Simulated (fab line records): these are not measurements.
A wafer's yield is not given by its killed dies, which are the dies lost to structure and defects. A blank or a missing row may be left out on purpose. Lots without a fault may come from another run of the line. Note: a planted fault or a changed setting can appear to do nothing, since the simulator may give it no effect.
Matching of chambers || flow n5-finfet || N5_FIN_SAQP_SPACER2_ALD_28 on ald-sin-04 has 4 sister chambers
The step deposits SiO2, target thk 8.1 nm, pulse time 1 s, purge time 2 s. 7 wafers are shown with their chamber, then 7 later ones without.

== WAFERS, EACH WITH ITS CHAMBER ==
{"wafer": "L082.4", "chamber": 0, "heater-power-w (W)": 451, "precursor-pulse-height-rel": 1.012}
{"wafer": "L082.5", "chamber": 2, "heater-power-w (W)": 417, "precursor-pulse-height-rel": 1.036}
{"wafer": "L083.2", "chamber": 3, "heater-power-w (W)": 488, "precursor-pulse-height-rel": 0.984}
{"wafer": "L083.3", "chamber": 2, "heater-power-w (W)": 418, "precursor-pulse-height-rel": 1.031}
{"wafer": "L083.4", "chamber": 1, "heater-power-w (W)": 435, "precursor-pulse-height-rel": 0.998}
{"wafer": "L091.4", "chamber": 3, "heater-power-w (W)": 498, "precursor-pulse-height-rel": 1.022}
{"wafer": "L091.5", "chamber": 0, "heater-power-w (W)": 457, "precursor-pulse-height-rel": 1.010}

== WAFERS MISSING THEIR CHAMBER ==
{"wafer": "L091.6", "heater-power-w (W)": 423, "precursor-pulse-height-rel": 1.017}
{"wafer": "L092.1", "heater-power-w (W)": 489, "precursor-pulse-height-rel": 1.016}
{"wafer": "L092.3", "heater-power-w (W)": 422, "precursor-pulse-height-rel": 1.016}
{"wafer": "L092.4", "heater-power-w (W)": 461, "precursor-pulse-height-rel": 1.015}
{"wafer": "L093.1", "heater-power-w (W)": 453, "precursor-pulse-height-rel": 0.994}
{"wafer": "L093.2", "heater-power-w (W)": 496, "precursor-pulse-height-rel": 1.009}
{"wafer": "L093.5", "heater-power-w (W)": 490, "precursor-pulse-height-rel": 1.015}

== EACH ONE'S CHAMBER ==
{"wafer": "L091.6", "from the rows above": "can't be placed: 2 or 1", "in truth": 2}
{"wafer": "L092.1", "from the rows above": 3, "in truth": 3}
{"wafer": "L092.3", "from the rows above": "can't be placed: 2 or 1", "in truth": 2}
{"wafer": "L092.4", "from the rows above": 0, "in truth": 0}
{"wafer": "L093.1", "from the rows above": 0, "in truth": 0}
{"wafer": "L093.2", "from the rows above": 3, "in truth": 3}
{"wafer": "L093.5", "from the rows above": 3, "in truth": 3}
Correctly placed: 5 of 7. Unplaceable from these rows: 2, with the true chamber sitting among the candidates in 2. Wrongly placed: 0.
How it was worked out, from the rows above alone: a wafer's distance from a chamber is the root of the sum, over the readings, of the square of ((its reading less the chamber's mean) divided by the reading's scatter). If the next closest chamber is less than 2 further off than the closest, the wafer can't be placed; otherwise it belongs to the closest. For every chamber, the mean is computed from those of its wafers that are shown. The scatter: take each reading less its chamber's mean, square it, sum over the shown wafers, divide by the number of wafers less the number of chambers, and take the root.
